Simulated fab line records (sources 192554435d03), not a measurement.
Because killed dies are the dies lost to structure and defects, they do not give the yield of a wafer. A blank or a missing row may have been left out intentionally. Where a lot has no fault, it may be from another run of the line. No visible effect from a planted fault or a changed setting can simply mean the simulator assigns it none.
Split-lot experiment | flow n5 finfet | 21 wafers read from 7 lots, route of 1938 steps

ABOUT THE SPLIT
At N5_BEOL_M2_ETCH_69 (etches SiARC in CF4, target depth 15.6 nm, time 26 s), the setting bias w was moved away from the recipe's 36 W on 6 of the 21 wafers read, by -9.7% to +7.4%. This setting was run at the recipe's value on the other wafers.

Reading taken at the split's own step.

THE READING
rf vpp V, in V, at N5_BEOL_M2_ETCH_69 (etches SiARC in CF4, target depth 15.6 nm, time 26 s). Typical for fault-free wafers on this fab line: 184.0 V, with standard deviation 1.3 V.

wafer  | tool, chamber at the split | bias w as run, W | against the recipe | rf vpp V, V | against lot-mates on the recipe
L074.3 | rie diel-01, 1             | 36               | recipe             | 182.7       | -
L074.4 | rie diel-01, 2             | 36               | recipe             | 184.8       | -
L074.5 | rie diel-01, 1             | 36               | recipe             | 183.1       | -
L075.1 | rie diel-01, 1             | 38.67            | +7.4%              | 194.4       | +10.8
L075.2 | rie diel-01, 0             | 38.67            | +7.4%              | 193.0       | +9.4
L075.3 | rie diel-01, 2             | 36               | recipe             | 183.6       | -
L082.2 | rie diel-03, 1             | 32.65            | -9.3%              | 172.4       | -10.8
L082.4 | rie diel-03, 3             | 32.65            | -9.3%              | 171.8       | -11.4
L082.6 | rie diel-03, 0             | 36               | recipe             | 183.2       | -
L089.1 | rie diel-04, 2             | 36               | recipe             | 185.1       | -
L089.3 | rie diel-04, 0             | 36               | recipe             | 184.1       | -
L089.4 | rie diel-04, 1             | 36               | recipe             | 185.5       | -
L093.3 | rie diel-04, 3             | 36               | recipe             | 186.7       | -
L093.4 | rie diel-04, 1             | 36               | recipe             | 186.2       | -
L093.6 | rie diel-04, 1             | 36               | recipe             | 185.0       | -
L094.2 | rie diel-04, 2             | 36               | recipe             | 186.1       | -
L094.3 | rie diel-04, 3             | 38.19            | +6.1%              | 193.2       | +8.9
L094.4 | rie diel-04, 0             | 36               | recipe             | 182.5       | -
L096.2 | rie diel-04, 0             | 36               | recipe             | 182.5       | -
L096.4 | rie diel-04, 2             | 32.51            | -9.7%              | 173.9       | -9.7
L096.5 | rie diel-04, 0             | 36               | recipe             | 184.7       | -

THE FIT
A straight line over all 21 wafers: rf vpp V changes by +1.26 V for each +1% of bias w; r = +0.98; the points scatter about the line by 1.3 V.
The same after taking each lot's own level away (the mean of its wafers on the recipe; 21 wafers): +1.22 V for each +1%; r = +0.98; scatter 1.1 V.
The reading moves by 12 V for the largest change in bias w, on that fit.
The lots' own levels span 183.20 to 185.97 V, that is 2.1 times the standard deviation above.
Consequently the slope shifts little with the lot-to-lot level, the two slopes agreeing.
Check: for one of the wafers moved furthest among these (-9.7%), held out of the fit, the line's prediction against its lot-mates is -12.2 V. Against them it came out at -9.7 V.
Tool readings at the split's step, against how far the setting was moved: rf vpp V r = +0.98.

THE OTHER SPLITS THESE WAFERS WENT THROUGH
Note: prior to the reading, these wafers also went through further splits. Each is held against what the fit with the lots' levels taken away leaves over:
other split on the same wafers | wafers away from the commonest value | r with rf vpp V (lot level and that fit taken away)
N5_BEOL_M1_EXPOSE_25 dose mj   | 6                                    | +0.17

FILE'S OWN FIT
rf vpp V changes by +1.2 V for each +1% of bias w, r = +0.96.
